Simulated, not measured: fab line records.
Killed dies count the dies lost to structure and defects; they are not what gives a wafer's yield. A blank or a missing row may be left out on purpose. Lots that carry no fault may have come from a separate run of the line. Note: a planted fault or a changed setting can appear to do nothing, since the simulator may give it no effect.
Matching of chambers + flow nandHarc + 4 sister chambers for NHARC_P_CONTACT_CMP_24 on cmp-01
The step polishes, t overpolish 30 s, target thk 200 nm. 4 wafers are shown with their chamber, then 11 later ones without.

WAFERS, EACH WITH ITS CHAMBER
| wafer  | chamber | motorCurrentA (A) |
|--------|---------|-------------------|
| L084.6 | 1       | 12.6              |
| L090.4 | 0       | 11.6              |
| L090.5 | 2       | 11.1              |
| L092.2 | 3       | 14.0              |

WAFERS WHOSE CHAMBER IS MISSING
| wafer  | motorCurrentA (A) |
|--------|-------------------|
| L092.5 | 12.0              |
| L092.6 | 12.5              |
| L094.1 | 11.2              |
| L094.3 | 11.8              |
| L094.4 | 14.3              |
| L096.4 | 14.6              |
| L096.5 | 13.8              |
| L096.6 | 11.9              |
| L097.1 | 10.8              |
| L097.2 | 13.2              |
| L097.4 | 12.7              |

THE CHAMBER EACH PASSED THROUGH
| wafer  | from the rows above          | in truth                   |
|--------|------------------------------|----------------------------|
| L092.5 | can't be placed: 0 or 1 or 2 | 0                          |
| L092.6 | 1                            | 1                          |
| L094.1 | can't be placed: 2 or 0      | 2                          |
| L094.3 | can't be placed: 0 or 2 or 1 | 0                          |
| L094.4 | 3                            | 3                          |
| L096.4 | 3                            | 3                          |
| L096.5 | 3                            | 3                          |
| L096.6 | can't be placed: 0 or 1 or 2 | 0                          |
| L097.1 | can't be placed: 2 or 0      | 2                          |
| L097.2 | can't be placed: 1 or 3      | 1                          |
| L097.4 | 1                            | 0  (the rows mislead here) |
Correctly placed: 4 of 11. Unplaceable from these rows: 6, with the true chamber sitting among the candidates in 6. Number placed wrongly: 1.
How it was worked out, from the rows above alone: a wafer's distance from a chamber is the root of the sum, over the readings, of the square of ((its reading less the chamber's mean) divided by the reading's scatter). If the next closest chamber is less than 2 further off than the closest, the wafer can't be placed; otherwise it belongs to the closest. A chamber's mean is the mean of its shown wafers. The scatter: with one shown wafer a chamber, the root of the mean of the squares of how far each hidden wafer lies from its nearest shown one.
